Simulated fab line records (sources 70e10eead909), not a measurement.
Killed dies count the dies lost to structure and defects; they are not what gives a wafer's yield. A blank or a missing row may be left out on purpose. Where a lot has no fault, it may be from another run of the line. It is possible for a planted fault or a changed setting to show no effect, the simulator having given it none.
Code-filled problem report in 8D (eight disciplines) form	flow nand-harc	the parts of the form that need people (team, actions taken, sign-off) are left out

## 1. WHAT IS WRONG
At NHARC_A_BONDPAD_ETCH_12, rf-fwd-power-W averages 696.8 W over 6 wafers from 2 lots, while fault-free wafers read 497.3 W, standard deviation 1.6. That is +99 or more standard deviations from the usual mean.
The step: etches the open film in CHF3/O2, target depth 220 nm, time 110 s.
Earliest sighting: wafer L450.3 on rie-diel-03 at day 29 12:59. The record holds 39 wafers of 13 lots with a number at this step. Rule for "out", or "out of limits": more than 4 standard deviations from the usual mean. Any other wafer with a number is counted as sound.

## 2. WHAT IT IS AND WHAT IT IS NOT
question	is	is not
which readings at this step	rf-fwd-power-W, oes-product-au	drypump-motor-current-A, rf-vpp-V, showerhead-plenum-p-Torr, throttle-valve-pct
which lots	L450, L453	L434, L436, L437, L438, L439, L441, L442, L443, L444, L445, L456
which wafers of those lots	all that have a number	-
read on which tools	rie-diel-03	rie-diel-05
when	from day 29 12:59	up to then (30 sound wafers); but 3 sound wafers of L456 came after

## 3. THE SUSPECTS, EACH WITH WHAT RULES IT OUT
Counting: a tool at a process step up to the reading stays a suspect if it ran every lot that is out and no sound lot after the first of them.
- rie-diel-03 at NHARC_A_BONDPAD_ETCH_12 (etches the open film in CHF3/O2, target depth 220 nm, time 110 s): kept. It ran every lot that is out, first L450 (day 29 12:59), and no sound lot after that; its last sound lot up to then is L445 (day 28 05:02). Its own oes-product-au, rf-fwd-power-W readings are out on those wafers.
Remaining after the count: rie-diel-03 at NHARC_A_BONDPAD_ETCH_12.

## 4. THE CAUSE (what the simulator had put in)
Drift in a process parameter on rie-diel-03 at NHARC_A_BONDPAD_ETCH_12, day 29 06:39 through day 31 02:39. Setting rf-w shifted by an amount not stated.
This tool alone remained once counting was done.

## 5. SEQUENCE OF EFFECTS, ordered by route
Each row: a reading where the mean over the struck wafers with a number is more than 3 standard deviations away from the usual. Readings are gone through only where the record gives a usual standard deviation; hours: the median, over the lots, of the time from a lot's start at the first step in this table giving one to that lot's start at this step; sigmas: the change measured in usual standard deviations.
hours	step	reading	usual	on struck wafers	change	sigmas
0	NHARC_A_BONDPAD_ETCH_12	oes-product-au	0.946 a.u.	1.175	+0.229	+9.5
0	NHARC_A_BONDPAD_ETCH_12	rf-fwd-power-W	497.3 W	696.8	+199.5	+99 or more
Process steps it contains:
- NHARC_A_BONDPAD_ETCH_12: etches the open film in CHF3/O2, target depth 220 nm, time 110 s.
Later measuring or inspecting steps at which every struck wafer that the step has a row for has a number for every such reading, and none has moved that far: NHARC_END_SORT_01.

## 6. HOW IT WOULD HAVE BEEN CAUGHT EARLIER
In this record the first reading out of limits was taken at day 29 12:59, 6 hours after the fault began at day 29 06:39.
